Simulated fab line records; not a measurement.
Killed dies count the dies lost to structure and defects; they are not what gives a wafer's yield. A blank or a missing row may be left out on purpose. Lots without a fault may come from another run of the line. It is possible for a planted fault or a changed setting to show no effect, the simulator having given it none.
Chamber matching || flow n5-finfet || N5_BEOL_M11_CMP_52 on cmp-02 has 4 sister chambers
The step polishes, stops on SiCOH lowk, t overpolish 7 s, target thk 140 nm. 4 wafers are shown with their chamber, then 7 later ones without.

## WAFERS, EACH WITH ITS CHAMBER
{"wafer": "L082.5", "chamber": 3, "motor-current-A (A)": 5.7}
{"wafer": "L089.5", "chamber": 2, "motor-current-A (A)": 6.0}
{"wafer": "L095.1", "chamber": 1, "motor-current-A (A)": 5.4}
{"wafer": "L095.3", "chamber": 0, "motor-current-A (A)": 6.4}

## WAFERS WHOSE CHAMBER IS MISSING
{"wafer": "L095.4", "motor-current-A (A)": 5.7}
{"wafer": "L096.1", "motor-current-A (A)": 6.5}
{"wafer": "L096.3", "motor-current-A (A)": 5.6}
{"wafer": "L096.4", "motor-current-A (A)": 5.9}
{"wafer": "L097.2", "motor-current-A (A)": 6.7}
{"wafer": "L097.4", "motor-current-A (A)": 5.6}
{"wafer": "L097.5", "motor-current-A (A)": 5.9}

## EACH ONE'S CHAMBER
{"wafer": "L095.4", "from the rows above": 3, "in truth": 3}
{"wafer": "L096.1", "from the rows above": 0, "in truth": 0}
{"wafer": "L096.3", "from the rows above": "can't be placed: 3 or 1", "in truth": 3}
{"wafer": "L096.4", "from the rows above": "can't be placed: 2 or 3", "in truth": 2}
{"wafer": "L097.2", "from the rows above": 0, "in truth": 0}
{"wafer": "L097.4", "from the rows above": "can't be placed: 3 or 1", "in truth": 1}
{"wafer": "L097.5", "from the rows above": "can't be placed: 2 or 3", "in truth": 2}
Correct placement for 3 of the 7. Not placeable from these rows: 4 (in 4, the candidates include the true chamber). Placed wrongly: 0.
How it was worked out, from the rows above alone: a wafer's distance from a chamber is the root of the sum, over the readings, of the square of ((its reading less the chamber's mean) divided by the reading's scatter). The wafer belongs to the nearest chamber; if the next one is less than 2 further off, it can't be placed. The mean given for a chamber averages the wafers shown for that chamber. The scatter: root of mean squared gap, hidden wafer to nearest shown wafer, with one shown wafer a chamber.
